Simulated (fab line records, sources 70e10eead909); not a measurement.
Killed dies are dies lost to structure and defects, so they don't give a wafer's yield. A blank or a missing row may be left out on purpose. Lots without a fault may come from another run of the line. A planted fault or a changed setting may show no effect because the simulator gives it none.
A struck lot beside a sound one | flow nand_harc | 14 steps out of a route of 1302
Sound: wafers L512.1, L512.2, L512.6. Struck: wafers L505.1, L505.2, L505.4. The cause comes at the end.
At each step with rows: each side's tool, then ch and its chambers, then its first start. Under that, the readings that differ: sound wafers | struck wafers | difference of the means | sigmas: that difference in standard deviations of wafers without a fault.
alike: readings whose means differ by less than 2 such deviations, and words and numbers that are the same on both sides. not compared: withheld readings, readings that some wafer has no value for, bounds like >300 that may hide the same value, and numbers for which the record gives no deviation and whose values overlap.
The two part at a step that has a row with sigmas, a row that says differs or no value, or rows on one side only. Numbers that don't overlap but have no deviation are shown without sigmas and don't part them. A reading that every wafer of one side lacks parts them only if that side has two wafers or more.

first, 1 step without rows for these wafers: NHARC_P_STI_OXIDE_40 (material SiO2, target thk 10 nm, ox time 1362 s).
NHARC_P_STI_INSPECT_25:
  sound on defect_inspect-01, day 10 03:38; struck on defect_inspect-01, day 7 12:49
  alike: raw_defect_count
then, 10 steps without rows for these wafers: NHARC_P_GATE_ETCH_69 (etches SiO2 in dHF, target depth 14 nm); NHARC_P_GATE_PRECLEAN_70 (cleans in SC1); NHARC_P_GATE_SRD_01; NHARC_P_GATE_OXIDE_02 (material SiO2, target thk 37.5 nm, ox time 365 s); NHARC_P_GATE_DEHYDRATE_03 (time 120 s); NHARC_P_GATE_HMDS_04 (time 30 s); NHARC_P_GATE_COAT_05; NHARC_P_GATE_SOFTBAKE_06 (time 95 s); NHARC_P_GATE_EBR_07; NHARC_P_GATE_EXPOSE_08 (exposes mask P HV).
NHARC_P_GATE_PEB_09: peb time 85 s.
  sound on litho_track-03 ch 0, day 10 11:50; struck on litho_track-03, day 7 21:01
  no value came back on the struck wafers for chill_plate_temp_C (C), exhaust_pa (Pa), heater_power_total_W (W); on the sound wafers chill_plate_temp_C (C) reads 23.11 22.90 22.94
then, 1 step without rows for these wafers: NHARC_P_GATE_DEVELOP_10 (time 70 s).

WHERE THEY PART
Only at NHARC_P_GATE_PEB_09, within this record.

WHY: what the simulator had put in
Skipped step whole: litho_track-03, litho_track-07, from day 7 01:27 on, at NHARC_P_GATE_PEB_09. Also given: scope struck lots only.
